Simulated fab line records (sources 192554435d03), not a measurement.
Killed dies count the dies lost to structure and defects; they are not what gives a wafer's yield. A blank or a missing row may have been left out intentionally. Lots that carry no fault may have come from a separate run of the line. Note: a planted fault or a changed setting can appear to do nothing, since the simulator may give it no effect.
Problem report, 8D (eight disciplines) form, completed by code    flow n5-finfet    the parts of the form that need people (team, actions taken, sign-off) are left out

1. WHAT WENT WRONG
Mean of susceptor-temp-C at N5_BEOL_M2_ILD_DEP_00: 348.49 C across 6 wafers in 2 lots; on wafers with no fault it is 349.95 C (standard deviation 0.22). That is -6.6 standard deviations from the usual mean.
The step: deposits SiOC from DEMS/O2, target thk 79 nm, time 15.3 s.
First observed at day 11 07:40: wafer L691.1, on pecvd-02. At this step, 30 wafers from 10 lots have a number in the record. The rule behind "out" and "out of limits": a value lying over 4 standard deviations away from the usual mean. Any other wafer with a number is counted as sound.

2. WHAT IT IS AND WHAT IT IS NOT
question                     is                      is not
which readings at this step  susceptor-temp-C        heater-power-w, showerhead-plenum-p-Torr, throttle-valve-pct
which lots                   L691, L692              L674, L677, L682, L683, L684, L685, L688, L690
which wafers of those lots   all that have a number  -
read on which tools          pecvd-02                pecvd-01, pecvd-04
when                         from day 11 07:40       up to then (24 sound wafers)

3. THE SUSPECTS, EACH WITH WHAT RULES IT OUT
Counting: a tool at any process step up to the reading remains a suspect when it ran all the lots that are out and ran no sound lot after the first of those.
- pvd-sputter-03 at N5_BEOL_M1_ANNEAL_91 (time 240 s): kept. All lots that are out passed through it, beginning with L691 at day 11 05:56, and no sound lot followed; its final sound lot before that point was L688 at day 10 04:03.
- pvd-sputter-03 at N5_BEOL_M1_ANNEAL_95 (time 240 s): kept. All lots that are out passed through it, beginning with L691 at day 11 06:22, and no sound lot followed; its final sound lot before that point was L688 at day 10 04:29.
- cvd-co-01 at N5_BEOL_M1_PRE_CLEAN_60 (time 15 s): kept. All lots that are out passed through it, beginning with L691 at day 11 07:23, and no sound lot followed; its final sound lot before that point was L690 at day 11 00:59.
- pecvd-02 at N5_BEOL_M2_ILD_DEP_00 (deposits SiOC from DEMS/O2, target thk 79 nm, time 15.3 s): kept. All lots that are out passed through it, beginning with L691 at day 11 07:40, and no sound lot followed; its final sound lot before that point was L685 at day 9 19:21. Its own readings are out on those wafers: susceptor-temp-C.
Left after counting: pvd-sputter-03 at N5_BEOL_M1_ANNEAL_91, pvd-sputter-03 at N5_BEOL_M1_ANNEAL_95, cvd-co-01 at N5_BEOL_M1_PRE_CLEAN_60, pecvd-02 at N5_BEOL_M2_ILD_DEP_00.

4. THE CAUSE (what the simulator had put in)
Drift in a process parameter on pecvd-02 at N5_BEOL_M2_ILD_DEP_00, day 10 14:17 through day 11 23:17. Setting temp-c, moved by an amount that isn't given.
Of the 4 suspects that counting leaves, this tool is one.

5. THE EFFECT CHAIN, in route order
Rows list readings where the struck wafers' mean (over those with a number) sits beyond 3 standard deviations from the usual. Readings are gone through only where the record gives a usual standard deviation; hours: the median, over the lots, of the time from a lot's start at the first step in this table giving one to that lot's start at this step; sigmas: the change measured in usual standard deviations.
hours  step                   reading           usual     on struck wafers  change  sigmas
0      N5_BEOL_M2_ILD_DEP_00  susceptor-temp-C  349.95 C  348.49            -1.46   -6.6
Process steps it contains:
- N5_BEOL_M2_ILD_DEP_00: deposits SiOC from DEMS/O2, target thk 79 nm, time 15.3 s.
At these later measuring or inspecting steps, every struck wafer for which the step has a row has a number for every such reading, and none has moved that far: N5_BEOL_M4_RC_MEAS_101.

6. HOW IT WOULD HAVE BEEN CAUGHT EARLIER
First out-of-limits reading in this record: day 11 07:40, which is 17 hours after fault onset at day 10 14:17.
